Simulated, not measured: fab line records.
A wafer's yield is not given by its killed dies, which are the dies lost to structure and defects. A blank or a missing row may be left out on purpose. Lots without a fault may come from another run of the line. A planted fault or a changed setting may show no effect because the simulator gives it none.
A lot that was struck, set against a sound lot + flow nand_harc + 14 out of 1302 route steps
Sound: these wafers, L151.2, L151.3, L151.4. The struck wafers were L168.1, L168.3, L168.4. Last of all comes the cause.
Each step with rows lists, per side, the tool, then ch with its chambers, then its first start. Under that, the readings that differ: sound wafers + struck wafers + difference of the means + sigmas: that difference in standard deviations of wafers without a fault.
alike: readings whose means differ by less than 2 such deviations, and words and numbers that are the same on both sides. not compared: withheld readings, readings that some wafer has no value for, bounds like >300 that may hide the same value, and numbers for which the record gives no deviation and whose values overlap.
The two part at a step that has a row with sigmas, a row that says differs or no value, or rows on one side only. Numbers that don't overlap but have no deviation are shown without sigmas and don't part them. A reading that every wafer of one side lacks parts them only if that side has two wafers or more.

NHARC_A_DECK1_JOINT_ETCHBACK_00: etches the open film in HBr, target depth 30 nm, time 17.4 s.
  sound on rie_si-03 ch 0,1,3, day 11 11:26; struck on rie_si-03 ch 0,2,3, day 18 12:34
| reading                | sound          | struck         | difference | sigmas |
|------------------------|----------------|----------------|------------|--------|
| rf_hours_counter_h (h) | 0.24 0.24 0.13 | 0.06 0.08 0.11 | -0.12      |        |
  alike: drypump_motor_current_A, oes_product_au, throttle_valve_pct
then, 8 steps without rows for these wafers: NHARC_A_DECK1_JOINT_PRECLEAN_30 (cleans in SC1); NHARC_A_DECK1_JOINT_SRD_31; NHARC_A_DECK1_JOINT_CVD_34 (deposits SiNx, target thk 20 nm); NHARC_A_DECK1_JOINT_DEP_06 (deposits SiOx, target thk 80 nm); NHARC_A_DECK1_JOINT_CURE_26 (time 32 s); NHARC_A_DECK1_JOINT_ANNEAL_27 (time 3600 s); NHARC_A_DECK1_JOINT_ANNEAL_28 (time 1800 s); NHARC_A_DECK1_JOINT_ANNEAL_29 (time 1800 s).
NHARC_A_DECK1_JOINT_CMP_02: polishes SiOx.
  sound on cmp-02 ch 0,1,2, day 12 14:33; struck on cmp-03 ch 1,2,3, day 19 14:26
| reading             | sound          | struck         | difference | sigmas |
|---------------------|----------------|----------------|------------|--------|
| motor_current_A (A) | 13.1 13.3 13.8 | 10.6 11.7 11.8 | -2.0       | -2     |
  alike: slurry_flow_ml_min
next, for these wafers, 1 step has no rows: NHARC_A_DECK1_JOINT_SRD_15.
NHARC_A_DECK1_JOINT_DEP_16: deposits SiO2, target thk 45 nm.
  sound on pecvd-02 ch 0,2, day 12 14:56; struck on pecvd-03 ch 0,1,2, day 19 14:49
  alike: heater_power_w, throttle_valve_pct
NHARC_A_DECK1_JOINT_THK_MEAS_17: measures by ellipsometry.
  sound on film_metro-01 at day 12 15:13; struck on film_metro-02 at day 19 15:16
| reading     | sound          | struck         | difference | sigmas |
|-------------|----------------|----------------|------------|--------|
| thk_nm (nm) | 45.6 43.7 46.1 | 49.3 50.3 50.6 | +4.9       | +4     |
  not compared: hold
NHARC_A_DECK1_JOINT_INSPECT_05:
  sound on defect_inspect-02 at day 12 15:16; struck on defect_inspect-02 at day 19 16:40
| reading | sound | struck                                                                     | difference                   | sigmas |
|---------|-------|----------------------------------------------------------------------------|------------------------------|--------|
| hold    | - - - | await_dispo/1.4h/release await_dispo/1.4h/release await_dispo/1.4h/release | no value on the sound wafers |        |
  alike: raw_defect_count

== WHERE THEY PART ==
First at NHARC_A_DECK1_JOINT_CMP_02; last, within this record, at NHARC_A_DECK1_JOINT_INSPECT_05.

WHY: the cause the simulator had injected
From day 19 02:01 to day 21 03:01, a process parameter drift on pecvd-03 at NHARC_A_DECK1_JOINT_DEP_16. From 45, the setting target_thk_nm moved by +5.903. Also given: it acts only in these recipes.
